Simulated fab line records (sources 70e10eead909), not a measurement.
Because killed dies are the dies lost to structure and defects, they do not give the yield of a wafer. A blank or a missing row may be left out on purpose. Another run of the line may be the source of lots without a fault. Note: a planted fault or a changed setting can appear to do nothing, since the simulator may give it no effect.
Chamber matching -- flow nandHarc -- 4 sister chambers for NHARC_A_STAIRCASE_DESCUM_291 on rieDiel-02
The step chemistry O2, time 3 s. 4 wafers are shown with their chamber, then 9 later ones without.

EACH WAFER AND ITS CHAMBER
wafer,chamber,drypumpMotorCurrentA (A)
L086.5,1,5.63
L088.5,0,6.14
L087.5,3,5.28
L087.6,2,5.78

WAFERS WHOSE CHAMBER IS MISSING
wafer,drypumpMotorCurrentA (A)
L089.2,6.13
L089.3,5.26
L089.5,5.63
L093.1,5.62
L093.4,6.15
L093.6,5.62
L097.4,5.61
L097.5,5.25
L097.6,6.13

WHICH CHAMBER EACH WENT THROUGH
wafer,from the rows above,in truth
L089.2,0,0
L089.3,3,3
L089.5,1,1
L093.1,1,1
L093.4,0,0
L093.6,1,1
L097.4,1,1
L097.5,3,3
L097.6,0,0
Placed correctly: 9 of 9. Not placeable from these rows: 0. 0 placed wrongly.
How it was worked out, from the rows above alone: a wafer's distance from a chamber is the root of the sum, over the readings, of the square of ((its reading less the chamber's mean) divided by the reading's scatter). If the next closest chamber is less than 2 further off than the closest, the wafer can't be placed; otherwise it belongs to the closest. For every chamber, the mean is computed from those of its wafers that are shown. The scatter: root of mean squared gap, hidden wafer to nearest shown wafer, with one shown wafer a chamber.
